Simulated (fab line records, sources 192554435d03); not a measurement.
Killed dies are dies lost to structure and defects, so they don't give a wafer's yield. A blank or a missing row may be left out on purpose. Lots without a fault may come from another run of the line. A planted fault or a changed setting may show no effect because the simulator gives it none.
Chamber matching | flow n5_finfet | N5_BEOL_M15_DESCUM_33 on rie_diel-05: 4 sister chambers
The step chemistry O2, time 7.9 s. 4 wafers are shown with their chamber, then 12 later ones without.

WAFERS WITH THEIR CHAMBER
wafer  | chamber | drypump_motor_current_A (A)
L086.6 | 1       | 5.3
L087.2 | 2       | 6.6
L087.4 | 3       | 5.8
L087.6 | 0       | 6.6

WAFERS WITHOUT THEIR CHAMBER
wafer  | drypump_motor_current_A (A)
L090.2 | 6.6
L090.3 | 6.6
L090.5 | 6.6
L091.3 | 5.8
L091.4 | 6.6
L091.6 | 5.3
L094.2 | 5.3
L094.4 | 6.7
L094.5 | 6.6
L095.1 | 6.6
L095.2 | 5.8
L095.3 | 5.3

WHICH CHAMBER EACH WENT THROUGH
wafer  | from the rows above     | in truth
L090.2 | can't be placed: 0 or 2 | 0
L090.3 | can't be placed: 0 or 2 | 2
L090.5 | can't be placed: 0 or 2 | 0
L091.3 | 3                       | 3
L091.4 | can't be placed: 0 or 2 | 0
L091.6 | 1                       | 1
L094.2 | 1                       | 1
L094.4 | can't be placed: 0 or 2 | 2
L094.5 | can't be placed: 0 or 2 | 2
L095.1 | can't be placed: 0 or 2 | 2
L095.2 | 3                       | 3
L095.3 | 1                       | 1
Placed correctly: 5 of 12. Can't be placed from these rows: 7 (the true chamber is among the candidates in 7). Placed wrongly: 0.
How it was worked out, from the rows above alone: a wafer's distance from a chamber is the root of the sum, over the readings, of the square of ((its reading less the chamber's mean) divided by the reading's scatter). The wafer belongs to the nearest chamber; if the next one is less than 2 further off, it can't be placed. A chamber's mean is the mean of its shown wafers. The scatter: with one shown wafer a chamber, the root of the mean of the squares of how far each hidden wafer lies from its nearest shown one.
